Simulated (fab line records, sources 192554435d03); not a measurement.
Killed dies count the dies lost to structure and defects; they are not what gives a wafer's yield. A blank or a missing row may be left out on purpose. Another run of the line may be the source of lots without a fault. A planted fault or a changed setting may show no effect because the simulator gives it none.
fab line records -- flow n5Finfet
record lots=7, wafers=21
route steps=1938 shown BEOL_M0_SAQP@676 BEOL_M0_CUTY@713 BEOL_M0@715 BEOL_M1@797 BEOL_M2@881 BEOL_M3@981 BEOL_M4@1059 BEOL_M5@1157 BEOL_M6@1230
startH: hours from the record's opening day to when the first of the lot's shown wafers began -- waitH: hours from the lot's prior step to this one -- " identical to the entry in the row above -- L1.1+2: one row covering several wafers at once -- - value missing, or start not given -- * or withheld: withheld -- < > ~ a bound
route shown NAME@n: names a module that has steps shown in the file, with the first one's number in the route -- usual: mean/standard deviation taken from wafers without a fault -- same: alike in all rows -- chamber/n: place in a boat -- sites: readings site by site -- _std_site: standard deviation of those values -- _edge_site: the outer-site mean with the inner-site mean subtracted -- radiusMm: how far each site lies from the wafer's centre -- mask NAME#n: copy n -- behind: tool/chamber where the wafer was last shaped -- hold: reason for holding the lot/hours on hold/outcome of the hold -- device: whichever transistor did not switch (one of n, p or np) -- end of line: the tests these same wafers got at the end of their route -- a step without rows: its recipe alone -- killed: dies lost to structure and defects at the first sort, not the wafer's yield -- map: the dies of a wafer, with x for killed, . for not killed, _ for no die there
set.NAME: the setting that was run; set.NAME@STEP: the one run at that earlier step -- model.NAME: the simulator's own value behind a step, which no gauge read
lots where settings were altered on purpose, with a table for each step and a row for each wafer
## steps
# step N5_BEOL_M0_SAQP_SPACER2_ALD_26
# recipe material=SiO2, targetThkA=150, tempC=300, aldPrecursorFamily=BDEAS, aldCoReactant=O2-plasma, pulseTimeS=1, purgeTimeS=2, coReactantPurgeTimeS=2, pressureTorr=2
lot.wafer,tool,chamber,startH,waitH,set.targetThkA,model.SiO2_of_BEOL_M0_SAQP_SPACER2_ALD_26.thkNm
L074.1+5,aldSin-03,"1,0",115.25,0.7,140.1,14
L074.4,aldSin-03,3,115.25,0.7,150,15
L084.1,aldSin-03,2,178.29,0.5,150,14.8
L084.2,aldSin-03,3,178.29,0.5,162.6,16.2
L084.5,aldSin-03,2,178.29,0.5,150,15
L086.2+6,aldSin-03,"1,2",193.86,1.4,169,16.8
L086.5,aldSin-03,3,193.86,1.4,150,15
L087.3,aldSin-04,3,198.41,0.2,150,15
L087.5+6,aldSin-04,"2,1",198.41,0.2,158.3,15.8
L089.2+4+6,aldSin-03,"2,1,1",204.58,0.4,150,15
L093.1,aldSin-01,3,224.29,0.1,140.8,14.2
L093.2+4,aldSin-01,"1,0",224.29,0.1,150,15
L094.3+4+5,aldSin-03,"3,1,2",231.68,0.1,150,15
# step N5_BEOL_M0_SAQP_SPACER2_ETCHBACK_27
# recipe chemistry=CHF3/O2, mode=anisotropicEtchback, target=SiO2, targetDepthA=225, timeS=11.25, pressureMtorr=30, sourceW=650, biasW=170, Ar_flow_sccm=200, CHF3_flow_sccm=50, O2_flow_sccm=5, ionEnergyEv=200
# step N5_BEOL_M0_SAQP_MANDREL2_REMOVE_110
# recipe chemistry=HBr/Cl2/O2, btTimeS=10, target=a-Si, stopOn=SiCN, endpoint=OES-SiCl, overEtchFrac=1, icpW=600, biasW=30, HBr_flow_sccm=150, Cl2_flow_sccm=80, O2_flow_sccm=5, pressureMtorr=10
lot.wafer,tool,chamber,startH,waitH,set.targetThkA@BEOL_M0_SAQP_SPACER2_ALD_26,model.BEOL_M0_SAQP.cdNm
L074.1+5,rieSi-03,"1,2",115.94,0.1,140.1,14.2
L074.4,rieSi-03,0,115.94,0.1,150,15.2
L084.1+5,rieSi-02,0,178.93,0.1,150,14.8
L084.2,rieSi-02,3,178.93,0.1,162.6,16.2
L086.2+6,rieSi-03,"2,3",194.49,0.1,169,16.8
L086.5,rieSi-03,0,194.49,0.1,150,15
L087.3,rieSi-01,2,199.04,0.1,150,15
L087.5+6,rieSi-01,"1,0",199.04,0.1,158.3,15.8
L089.2+6,rieSi-01,2,205.21,0.1,150,15
L089.4,rieSi-01,0,205.21,0.1,150,15.2
L093.1,rieSi-02,0,224.92,0.1,140.8,14.2
L093.2+4,rieSi-02,"3,2",224.92,0.1,150,15
L094.3+5,rieSi-02,"2,3",232.37,0.1,150,15
L094.4,rieSi-02,0,232.37,0.1,150,14.8
# step N5_BEOL_M0_SAQP_CD_MEAS_29
# recipe targetCdNm=14.4, landingEnergyEv=1000, detector=seInlens
# usual cdNm=15.00/0.21
lot.wafer,tool,chamber,startH,waitH,set.targetThkA@BEOL_M0_SAQP_SPACER2_ALD_26,cdNm
L074.1,cdSem-03,0,116.05,0.1,140.1,14.36
L074.4,cdSem-03,0,116.05,0.1,150,15.10
L074.5,cdSem-03,0,116.05,0.1,140.1,14.24
L084.1,cdSem-02,0,179.04,0.1,150,14.70
L084.2,cdSem-02,0,179.04,0.1,162.6,16.41
L084.5,cdSem-02,0,179.04,0.1,150,14.85
L086.2,cdSem-01,0,194.61,0.1,169,17.13
L086.5,cdSem-01,0,194.61,0.1,150,14.77
L086.6,cdSem-01,0,194.61,0.1,169,16.69
L087.3,cdSem-01,0,199.15,0.1,150,14.90
L087.5,cdSem-01,0,199.15,0.1,158.3,15.95
L087.6,cdSem-01,0,199.15,0.1,158.3,15.86
L089.2,cdSem-03,0,205.32,0.1,150,15.22
L089.4,cdSem-03,0,205.32,0.1,150,15.35
L089.6,cdSem-03,0,205.32,0.1,150,14.66
L093.1,cdSem-03,0,225.03,0.1,140.8,14.04
L093.2,cdSem-03,0,225.03,0.1,150,14.76
L093.4,cdSem-03,0,225.03,0.1,150,14.93
L094.3,cdSem-02,0,232.48,0.1,150,15.37
L094.4,cdSem-02,0,232.48,0.1,150,14.96
L094.5,cdSem-02,0,232.48,0.1,150,15.00
# step N5_BEOL_M0_CUTY_ETCH_63
# recipe chemistry=N2/H2, target=SOC, targetDepthA=827, overetchA=165, maskMaterial=SiARC, tempC=40, ionEnergyEv=200, timeS=124, pressureMtorr=30, sourceW=840, biasW=150, n2FlowSccm=200, h2FlowSccm=200
# usual rfVppV=524.5/2.9
lot.wafer,tool,chamber,startH,waitH,set.sourceW,set.targetThkA@BEOL_M0_SAQP_SPACER2_ALD_26,rfVppV,model.SiO2_of_BEOL_M0_SAQP_SPACER2_ALD_26.thkNm
L074.1,rieDiel-01,3,118.48,0.0,789.2,140.1,538.5,6.4
L074.4,rieDiel-01,3,118.48,0.0,789.2,150,538.9,7.4
L074.5,rieDiel-01,1,118.48,0.0,840,140.1,520.8,6.2
L084.1,rieDiel-03,0,180.94,0.0,750.6,150,541.4,7.2
L084.2,rieDiel-03,3,180.94,0.0,840,162.6,520.9,8.4
L084.5,rieDiel-03,1,180.94,0.0,840,150,527.3,7
L086.2,rieDiel-01,3,196.84,0.0,840,169,528.0,9
L086.5,rieDiel-01,0,196.84,0.0,974.1,150,499.3,6.6
L086.6,rieDiel-01,3,196.84,0.0,974.1,169,501.3,8.6
L087.3,rieDiel-03,0,201.65,0.0,723.5,150,549.7,7.6
L087.5,rieDiel-03,3,201.65,0.0,840,158.3,520.4,8
L087.6,rieDiel-03,0,201.65,0.0,723.5,158.3,548.3,8.4
L089.2,rieDiel-03,1,207.37,0.0,840,150,528.4,7.2
L089.4,rieDiel-03,0,207.37,0.0,840,150,522.2,7.2
L089.6,rieDiel-03,3,207.37,0.0,840,150,520.8,7.2
L093.1,rieDiel-03,0,227.20,0.0,954.6,140.8,500.7,5.8
L093.2,rieDiel-03,2,227.20,0.0,840,150,525.6,7.2
L093.4,rieDiel-03,1,227.20,0.0,954.6,150,504.6,6.8
L094.3,rieDiel-01,3,234.87,0.0,840,150,527.4,7.2
L094.4,rieDiel-01,1,234.87,0.0,840,150,520.8,7.2
L094.5,rieDiel-01,1,234.87,0.0,840,150,519.9,7.2
# step N5_BEOL_M0_CUTY_STRIP_64
# recipe chemistry=N2/H2, tempC=40, n2FlowSccm=200, h2FlowSccm=200, rfFrequencyHz=6e+07
# step N5_BEOL_M0_ETCH_138
# recipe chemistry=CH3F/O2, targetDepthA=120, target=SiCN, timeS=31.6, ionEnergyEv=120, pressureMtorr=30, sourceW=395, biasW=75, Ar_flow_sccm=150, CH3F_flow_sccm=30, O2_flow_sccm=20, ends=cleared
lot.wafer,tool,chamber,startH,waitH,set.targetThkA@BEOL_M0_SAQP_SPACER2_ALD_26,model.SiO2_of_BEOL_M0_SAQP_SPACER2_ALD_26.thkNm
L074.1,rieDiel-01,3,118.60,0.0,140.1,4.4
L074.4,rieDiel-01,3,118.60,0.0,150,5.4
L074.5,rieDiel-01,1,118.60,0.0,140.1,4.2
L084.1,rieDiel-03,0,181.06,0.0,150,5.2
L084.2,rieDiel-03,3,181.06,0.0,162.6,6.4
L084.5,rieDiel-03,1,181.06,0.0,150,5
L086.2,rieDiel-01,3,196.96,0.0,169,7
L086.5,rieDiel-01,0,196.96,0.0,150,4.6
L086.6,rieDiel-01,3,196.96,0.0,169,6.6
L087.3,rieDiel-03,0,201.78,0.0,150,5.6
L087.5,rieDiel-03,3,201.78,0.0,158.3,5.8
L087.6,rieDiel-03,0,201.78,0.0,158.3,6.2
L089.2+4+6,rieDiel-03,"1,0,3",207.50,0.0,150,5.2
L093.1,rieDiel-03,0,227.33,0.0,140.8,4
L093.2,rieDiel-03,2,227.33,0.0,150,5.2
L093.4,rieDiel-03,1,227.33,0.0,150,4.8
L094.3+4+5,rieDiel-01,"3,1,1",235.00,0.0,150,5.2
# step N5_BEOL_M0_HM_OPEN_105
# recipe chemistry=Cl2/BCl3, targetDepthA=120, target=TiN, ionEnergyEv=150, pressureMtorr=10, icpW=1000, biasW=126, Cl2_flow_sccm=53.25, bcl3FlowSccm=21.75, Ar_flow_sccm=25
lot.wafer,tool,chamber,startH,waitH,set.targetThkA@BEOL_M0_SAQP_SPACER2_ALD_26,model.SiO2_of_BEOL_M0_SAQP_SPACER2_ALD_26.thkNm
L074.1+5,rieMetal-01,1,119.39,0.7,140.1,2
L074.4,rieMetal-01,1,119.39,0.7,150,3
L084.1,rieMetal-03,1,182.07,1.0,150,2.8
L084.2,rieMetal-03,0,182.07,1.0,162.6,4
L084.5,rieMetal-03,1,182.07,1.0,150,2.6
L086.2,rieMetal-02,1,200.26,3.3,169,4.6
L086.5,rieMetal-02,0,200.26,3.3,150,2.2
L086.6,rieMetal-02,1,200.26,3.3,169,4.2
L087.3,rieMetal-03,1,201.96,0.1,150,3.2
L087.5,rieMetal-03,1,201.96,0.1,158.3,3.4
L087.6,rieMetal-03,0,201.96,0.1,158.3,3.8
L089.2+4+6,rieMetal-02,"1,0,1",208.69,1.2,150,2.8
L093.1,rieMetal-01,0,227.49,0.1,140.8,1.8
L093.2,rieMetal-01,1,227.49,0.1,150,3
L093.4,rieMetal-01,0,227.49,0.1,150,2.4
L094.3+4+5,rieMetal-03,"1,0,1",237.33,2.3,150,2.8
# step N5_BEOL_M1_VIA_ETCH_34
# recipe chemistry=C4F6/O2, targetDepthA=678, maskMaterial=SOC, pressureMtorr=15, ionEnergyEv=250, taperDeg=4, timeS=64.4, sourceW=350, biasW=170, Ar_flow_sccm=300, C4F6_flow_sccm=10, O2_flow_sccm=10
lot.wafer,tool,chamber,startH,waitH,set.timeS,model.etch.depthNm,model.SOC_of_BEOL_M1_COAT_67.thkNm
L074.1,rieDiel-06,0,132.15,0.0,64.4,68.17,52
L074.4,rieDiel-06,1,132.15,0.0,57.73,60.12,52.8
L074.5,rieDiel-06,0,132.15,0.0,57.73,60.41,53
L084.1,rieDiel-06,2,196.55,0.0,75.48,79.14,50.6
L084.2,rieDiel-06,3,196.55,0.0,75.48,77.43,51
L084.5,rieDiel-06,2,196.55,0.0,64.4,67.69,52.2
L087.3,rieDiel-02,0,208.85,0.0,72.55,75.16,51.2
L087.5,rieDiel-02,0,208.85,0.0,72.55,74.74,51.2
L087.6,rieDiel-02,3,208.85,0.0,64.4,65.75,52.2
L086.2,rieDiel-04,0,208.88,0.0,64.4,67.41,52
L086.5,rieDiel-04,1,208.88,0.0,51.32,55.53,53.2
L086.6,rieDiel-04,2,208.88,0.0,64.4,69.39,51.6
L089.2,rieDiel-06,2,215.39,0.0,64.4,68.66,52
L089.4,rieDiel-06,3,215.39,0.0,64.4,67.67,52.2
L089.6,rieDiel-06,2,215.39,0.0,64.4,68.19,52
L093.1,rieDiel-04,2,238.14,0.0,64.4,70.27,52
L093.2,rieDiel-04,3,238.14,0.0,64.4,68.52,52.2
L093.4,rieDiel-04,0,238.14,0.0,64.4,68.95,52.2
L094.3,rieDiel-04,0,246.68,0.0,60.74,63.94,52.6
L094.4,rieDiel-04,1,246.68,0.0,64.4,69.87,51.8
L094.5,rieDiel-04,3,246.68,0.0,64.4,68.42,51.8
# step N5_BEOL_M1_TRENCH_ETCH_37
# recipe chemistry=C4F6/O2, targetDepthA=552.07, target=SiOC, timeS=29, ionEnergyEv=250, pressureMtorr=30, sourceW=355, biasW=185, Ar_flow_sccm=300, C4F6_flow_sccm=10, O2_flow_sccm=10
# usual rfVppV=669/5.2
lot.wafer,tool,chamber,startH,waitH,set.sourceW,rfVppV
L074.1,rieDiel-06,0,-,-,355,670
L074.4,rieDiel-06,1,-,-,387.4,649
L074.5,rieDiel-06,0,-,-,355,671
L084.1,rieDiel-06,2,-,-,308.9,723
L084.2,rieDiel-06,3,-,-,355,672
L084.5,rieDiel-06,2,-,-,308.9,723
L087.3,rieDiel-02,0,-,-,355,668
L087.5,rieDiel-02,0,-,-,355,667
L087.6,rieDiel-02,3,-,-,355,661
L086.2,rieDiel-04,0,-,-,413.7,617
L086.5,rieDiel-04,1,-,-,355,668
L086.6,rieDiel-04,2,-,-,413.7,621
L089.2,rieDiel-06,2,-,-,355,673
L089.4,rieDiel-06,3,-,-,355,671
L089.6,rieDiel-06,2,-,-,355,673
L093.1,rieDiel-04,2,-,-,355,671
L093.2,rieDiel-04,3,-,-,355,660
L093.4,rieDiel-04,0,-,-,355,666
L094.3,rieDiel-04,0,-,-,355,667
L094.4,rieDiel-04,1,-,-,355,667
L094.5,rieDiel-04,3,-,-,355,661
# step N5_BEOL_M2_ETCH_69
# recipe chemistry=CF4, target=SiARC, targetDepthA=156, maskMaterial=CAR-EUV, timeS=26, ionEnergyEv=80, pressureMtorr=40, sourceW=545, biasW=36, Ar_flow_sccm=100, cf4FlowSccm=100, ends=cleared
# usual rfVppV=184.2/1.3
lot.wafer,tool,chamber,startH,waitH,set.biasW,rfVppV
L074.1,rieDiel-03,3,154.86,0.0,41.57,201.0
L074.4,rieDiel-03,1,154.86,0.0,36,184.8
L074.5,rieDiel-03,3,154.86,0.0,36,182.5
L084.1,rieDiel-05,0,203.45,0.0,36,185.2
L084.2,rieDiel-05,2,203.45,0.0,32.54,171.7
L084.5,rieDiel-05,3,203.45,0.0,36,180.9
L087.3,rieDiel-05,3,215.07,0.0,36,184.4
L087.5,rieDiel-05,3,215.07,0.0,36,184.9
L087.6,rieDiel-05,0,215.07,0.0,32.44,173.4
L086.2,rieDiel-03,1,215.76,0.0,33.26,176.7
L086.5,rieDiel-03,2,215.76,0.0,33.26,176.6
L086.6,rieDiel-03,1,215.76,0.0,36,183.1
L089.2,rieDiel-03,1,224.68,0.0,36,187.2
L089.4,rieDiel-03,0,224.68,0.0,36,183.3
L089.6,rieDiel-03,3,224.68,0.0,36,181.7
L093.1,rieDiel-03,1,245.92,0.0,36,184.7
L093.2,rieDiel-03,2,245.92,0.0,36,185.3
L093.4,rieDiel-03,0,245.92,0.0,36,181.9
L094.3,rieDiel-01,3,253.90,0.0,36,185.1
L094.4,rieDiel-01,2,253.90,0.0,36,185.3
L094.5,rieDiel-01,3,253.90,0.0,36,185.2
# step N5_BEOL_M3_ETCH_41
# recipe chemistry=CH3F/O2, target=SiCN, targetDepthA=299, taperDeg=2, timeS=52.5, ionEnergyEv=120, maskMaterial=TiN, pressureMtorr=30, sourceW=395, biasW=75, Ar_flow_sccm=150, CH3F_flow_sccm=30, O2_flow_sccm=20
lot.wafer,tool,chamber,startH,waitH,set.targetDepthA,model.etch.depthNm
L074.1,rieDiel-04,0,-,-,269.8,18.11
L074.4,rieDiel-04,3,-,-,299,20.02
L074.5,rieDiel-04,3,-,-,299,20.11
L084.1,rieDiel-06,2,-,-,299,20.12
L084.2,rieDiel-06,0,-,-,299,19.49
L084.5,rieDiel-06,3,-,-,316.8,20.91
L087.3,rieDiel-02,2,-,-,309.2,20.45
L087.5,rieDiel-02,2,-,-,299,19.86
L087.6,rieDiel-02,1,-,-,299,19.87
L086.2,rieDiel-06,2,-,-,299,19.65
L086.5,rieDiel-06,3,-,-,267.4,17.61
L086.6,rieDiel-06,2,-,-,267.4,17.74
L089.2,rieDiel-06,3,-,-,299,19.4
L089.4,rieDiel-06,2,-,-,299,19.7
L089.6,rieDiel-06,0,-,-,299,19.35
L093.1,rieDiel-02,1,-,-,299,19.67
L093.2,rieDiel-02,0,-,-,276.5,18.08
L093.4,rieDiel-02,3,-,-,299,20.2
L094.3,rieDiel-06,1,-,-,299,20.31
L094.4,rieDiel-06,2,-,-,271.1,17.97
L094.5,rieDiel-06,2,-,-,271.1,17.9
# step N5_BEOL_M4_DESCUM_33
# recipe chemistry=O2, timeS=7, sourcePowerW=50, biasPowerW=20, pressureMtorr=20, rfFrequencyHz=2.712e+07, tempC=40, resist=CAR-EUV, o2FlowSccm=225
lot.wafer,tool,chamber,startH,waitH,set.timeS,model.CAR-EUV_of_BEOL_M4_COAT_22.thkNm
L074.1+5,rieDiel-01,3,172.68,0.2,7,26
L074.4,rieDiel-01,2,172.68,0.2,6.205,26.4
L084.1+5,rieDiel-01,"2,0",232.32,0.0,7,26
L084.2,rieDiel-01,3,232.32,0.0,7.677,25.6
L087.3+6,rieDiel-03,"3,2",235.17,0.0,5.781,26.6
L087.5,rieDiel-03,3,235.17,0.0,7,26
L086.2+6,rieDiel-05,3,239.74,0.1,7,26
L086.5,rieDiel-05,2,239.74,0.1,7,26.2
L089.2+4+6,rieDiel-03,"2,1,0",245.22,0.1,7,26
L093.1+4,rieDiel-05,"3,1",277.65,0.0,5.443,26.8
L093.2,rieDiel-05,1,277.65,0.0,7,26
L094.3,rieDiel-01,2,285.83,0.4,8.376,25.2
L094.4,rieDiel-01,3,285.83,0.4,7,25.8
L094.5,rieDiel-01,3,285.83,0.4,7,26
# step N5_BEOL_M4_ETCH_69
# recipe chemistry=CF4, target=SiARC, targetDepthA=156, maskMaterial=CAR-EUV, timeS=26, ionEnergyEv=80, pressureMtorr=40, sourceW=545, biasW=36, Ar_flow_sccm=100, cf4FlowSccm=100, ends=cleared
lot.wafer,tool,chamber,startH,waitH,set.cf4FlowSccm
L074.1,rieDiel-01,3,172.73,0.0,100
L074.4+5,rieDiel-01,"2,3",172.73,0.0,121.4
L084.1+2+5,rieDiel-01,"2,3,0",232.38,0.0,100
L087.3+5+6,rieDiel-03,"3,3,2",235.22,0.0,100
L086.2+5+6,rieDiel-05,"3,2,3",239.79,0.0,100
L089.2+4+6,rieDiel-03,"2,1,0",245.27,0.0,100
L093.1+4,rieDiel-05,"3,1",277.70,0.0,93.08
L093.2,rieDiel-05,1,277.70,0.0,100
L094.3+5,rieDiel-01,"2,3",285.88,0.0,119.1
L094.4,rieDiel-01,3,285.88,0.0,100
# step N5_BEOL_M4_ALD_98
# recipe material=SiO2, targetThkA=25, tempC=100, aldPrecursorFamily=BDEAS, aldCoReactant=O2-plasma, pulseTimeS=1, coReactantPulseTimeS=1, purgeTimeS=2, coReactantPurgeTimeS=2, aldCycles=17, pressureTorr=2
# step N5_BEOL_M4_ETCHBACK_99
# recipe chemistry=CHF3, target=SiO2, targetDepthA=50, timeS=10.4, sourceW=215, biasW=47, Ar_flow_sccm=200, CHF3_flow_sccm=12, ionEnergyEv=100, pressureMtorr=30
lot.wafer,tool,chamber,startH,waitH,set.timeS@BEOL_M4_DESCUM_33,model.CAR-EUV_of_BEOL_M4_COAT_22.thkNm
L074.1+5,rieDiel-03,"2,3",179.10,6.2,7,10.4
L074.4,rieDiel-03,1,179.10,6.2,6.205,10.6
L084.1+5,rieDiel-01,"2,0",233.31,0.8,7,10.4
L084.2,rieDiel-01,0,233.31,0.8,7.677,10
L087.3+6,rieDiel-05,"2,3",243.17,7.7,5.781,11
L087.5,rieDiel-05,2,243.17,7.7,7,10.2
L089.2+4+6,rieDiel-01,"0,0,2",251.25,5.8,7,10.4
L086.2+5+6,rieDiel-03,"3,2,1",251.57,11.6,7,10.4
L093.1+4,rieDiel-03,"1,0",279.52,1.4,5.443,11.2
L093.2,rieDiel-03,2,279.52,1.4,7,10.4
L094.3,rieDiel-01,0,289.28,3.3,8.376,9.6
L094.4+5,rieDiel-01,"1,0",289.28,3.3,7,10.2
# step N5_BEOL_M5_VIA_ETCH_34
# recipe chemistry=C4F6/O2, target=SiCOH_lowk, targetDepthA=883, maskMaterial=SOC, taperDeg=4, timeS=39.2, ionEnergyEv=250, pressureMtorr=30, sourceW=345, biasW=185, Ar_flow_sccm=300, C4F6_flow_sccm=10, O2_flow_sccm=10
# usual rfVppV=668/5
lot.wafer,tool,chamber,startH,waitH,set.biasW,rfVppV,model.etch.depthNm
L074.1,rieDiel-04,2,189.87,0.0,185,669,90.58
L074.4,rieDiel-04,0,189.87,0.0,185,667,88.78
L074.5,rieDiel-04,3,189.87,0.0,185,661,89.72
L084.1,rieDiel-02,0,243.70,0.0,185,664,87.49
L084.2,rieDiel-02,2,243.70,0.0,185,661,88.88
L084.5,rieDiel-02,0,243.70,0.0,176,641,84.95
L087.3,rieDiel-06,1,254.85,0.0,215.6,765,97.06
L087.5,rieDiel-06,3,254.85,0.0,185,673,88.06
L087.6,rieDiel-06,2,254.85,0.0,215.6,760,93.37
L089.2,rieDiel-06,0,261.52,0.0,185,670,88.91
L089.4,rieDiel-06,2,261.52,0.0,185,674,89.09
L089.6,rieDiel-06,2,261.52,0.0,185,673,88.12
L086.2,rieDiel-04,3,261.57,0.0,212.2,737,93.26
L086.5,rieDiel-04,3,261.57,0.0,185,661,88.33
L086.6,rieDiel-04,0,261.57,0.0,185,667,88.76
L093.1,rieDiel-02,0,290.42,0.0,185,668,85.8
L093.2,rieDiel-02,1,290.42,0.0,205.5,726,90.62
L093.4,rieDiel-02,0,290.42,0.0,205.5,723,88.98
L094.3,rieDiel-02,0,297.88,0.0,185,667,86.04
L094.4,rieDiel-02,0,297.88,0.0,185,667,86.88
L094.5,rieDiel-02,1,297.88,0.0,185,669,88.05
# step N5_BEOL_M5_TRENCH_ETCH_37
# recipe chemistry=C4F6/O2, targetDepthA=716.52, target=SiCOH_lowk, timeS=24.7, ionEnergyEv=250, pressureMtorr=30, sourceW=345, biasW=185, Ar_flow_sccm=300, C4F6_flow_sccm=10, O2_flow_sccm=10
# usual rfVppV=668/5
lot.wafer,tool,chamber,startH,waitH,set.sourceW,rfVppV
L074.1,rieDiel-04,2,-,-,319.7,698
L074.4,rieDiel-04,0,-,-,319.7,694
L074.5,rieDiel-04,3,-,-,345,660
L084.1,rieDiel-02,0,-,-,345,667
L084.2,rieDiel-02,2,-,-,318.2,690
L084.5,rieDiel-02,0,-,-,318.2,696
L087.3,rieDiel-06,1,-,-,345,679
L087.5,rieDiel-06,3,-,-,345,672
L087.6,rieDiel-06,2,-,-,345,673
L089.2,rieDiel-06,0,-,-,345,670
L089.4,rieDiel-06,2,-,-,345,672
L089.6,rieDiel-06,2,-,-,345,672
L086.2,rieDiel-04,3,-,-,345,659
L086.5,rieDiel-04,3,-,-,345,660
L086.6,rieDiel-04,0,-,-,394.8,624
L093.1,rieDiel-02,0,-,-,345,666
L093.2,rieDiel-02,1,-,-,345,669
L093.4,rieDiel-02,0,-,-,310.5,703
L094.3,rieDiel-02,0,-,-,345,667
L094.4,rieDiel-02,0,-,-,345,668
L094.5,rieDiel-02,1,-,-,345,667
# step N5_BEOL_M6_DESCUM_33
# recipe chemistry=O2, timeS=7, sourcePowerW=50, biasPowerW=20, pressureMtorr=20, rfFrequencyHz=2.712e+07, tempC=40, resist=CAR-EUV, o2FlowSccm=225
lot.wafer,tool,chamber,startH,waitH,set.timeS,model.CAR-EUV_of_BEOL_M6_COAT_22.thkNm
L074.1,rieDiel-01,0,200.44,0.0,6.49,26.6
L074.4,rieDiel-01,2,200.44,0.0,7,26
L074.5,rieDiel-01,3,200.44,0.0,6.49,26.4
L084.1,rieDiel-01,1,254.90,0.4,7,26.2
L084.2,rieDiel-01,3,254.90,0.4,8.389,25.4
L084.5,rieDiel-01,2,254.90,0.4,7,26
L087.3+5,rieDiel-05,3,271.45,0.1,7,26
L087.6,rieDiel-05,2,271.45,0.1,7,26.2
L086.2+6,rieDiel-05,"3,2",274.08,0.2,6.583,26.2
L086.5,rieDiel-05,1,274.08,0.2,7,26
L089.2+4,rieDiel-05,"3,1",274.51,0.4,7,26
L089.6,rieDiel-05,3,274.51,0.4,7,26.2
L093.1,rieDiel-03,3,301.89,0.0,7,26.2
L093.2,rieDiel-03,0,301.89,0.0,7,26
L093.4,rieDiel-03,2,301.89,0.0,6.525,26.2
L094.3,rieDiel-03,1,310.56,0.4,6.112,26.6
L094.4+5,rieDiel-03,3,310.56,0.4,7,26
## key
split step=N5_BEOL_M0_SAQP_SPACER2_ALD_26, setting=targetThkA, stated=150, by=wafer
response step=N5_BEOL_M0_SAQP_SPACER2_ALD_26, reading=model.SiO2_of_BEOL_M0_SAQP_SPACER2_ALD_26.thkNm, change=+0.145, per=1%, r=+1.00
response step=N5_BEOL_M0_SAQP_MANDREL2_REMOVE_110, reading=model.BEOL_M0_SAQP.cdNm, change=+0.147, per=1%, r=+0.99
response step=N5_BEOL_M0_SAQP_CD_MEAS_29, reading=cdNm, change=+0.165, per=1%, r=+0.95
response step=N5_BEOL_M0_CUTY_ETCH_63, reading=model.SiO2_of_BEOL_M0_SAQP_SPACER2_ALD_26.thkNm, change=+0.165, per=1%, r=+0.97
response step=N5_BEOL_M0_ETCH_138, reading=model.SiO2_of_BEOL_M0_SAQP_SPACER2_ALD_26.thkNm, change=+0.159, per=1%, r=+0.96
response step=N5_BEOL_M0_HM_OPEN_105, reading=model.SiO2_of_BEOL_M0_SAQP_SPACER2_ALD_26.thkNm, change=+0.155, per=1%, r=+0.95
split step=N5_BEOL_M0_CUTY_ETCH_63, setting=sourceW, stated=840, by=wafer
response step=N5_BEOL_M0_CUTY_ETCH_63, reading=rfVppV, change=-1.85, per=1%, r=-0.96
split step=N5_BEOL_M1_VIA_ETCH_34, setting=timeS, stated=64.4, by=wafer
response step=N5_BEOL_M1_VIA_ETCH_34, reading=model.etch.depthNm, change=+0.666, per=1%, r=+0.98
response step=N5_BEOL_M1_VIA_ETCH_34, reading=model.SOC_of_BEOL_M1_COAT_67.thkNm, change=-0.0784, per=1%, r=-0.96
split step=N5_BEOL_M1_TRENCH_ETCH_37, setting=sourceW, stated=355, by=wafer
response step=N5_BEOL_M1_TRENCH_ETCH_37, reading=rfVppV, change=-3.17, per=1%, r=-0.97
split step=N5_BEOL_M2_ETCH_69, setting=biasW, stated=36, by=wafer
response step=N5_BEOL_M2_ETCH_69, reading=rfVppV, change=+1.1, per=1%, r=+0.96
split step=N5_BEOL_M3_ETCH_41, setting=targetDepthA, stated=299, by=wafer
response step=N5_BEOL_M3_ETCH_41, reading=model.etch.depthNm, change=+0.213, per=1%, r=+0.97
split step=N5_BEOL_M4_DESCUM_33, setting=timeS, stated=7, by=wafer
response step=N5_BEOL_M4_DESCUM_33, reading=model.CAR-EUV_of_BEOL_M4_COAT_22.thkNm, change=-0.0358, per=1%, r=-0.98
response step=N5_BEOL_M4_ETCHBACK_99, reading=model.CAR-EUV_of_BEOL_M4_COAT_22.thkNm, change=-0.0353, per=1%, r=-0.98
split step=N5_BEOL_M4_ETCH_69, setting=cf4FlowSccm, stated=100, by=wafer
response none clear
split step=N5_BEOL_M5_VIA_ETCH_34, setting=biasW, stated=185, by=wafer
response step=N5_BEOL_M5_VIA_ETCH_34, reading=rfVppV, change=+5.19, per=1%, r=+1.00
response step=N5_BEOL_M5_VIA_ETCH_34, reading=model.etch.depthNm, change=+0.39, per=1%, r=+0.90
split step=N5_BEOL_M5_TRENCH_ETCH_37, setting=sourceW, stated=345, by=wafer
response step=N5_BEOL_M5_TRENCH_ETCH_37, reading=rfVppV, change=-3.18, per=1%, r=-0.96
split step=N5_BEOL_M6_DESCUM_33, setting=timeS, stated=7, by=wafer
response step=N5_BEOL_M6_DESCUM_33, reading=model.CAR-EUV_of_BEOL_M6_COAT_22.thkNm, change=-0.0392, per=1%, r=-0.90
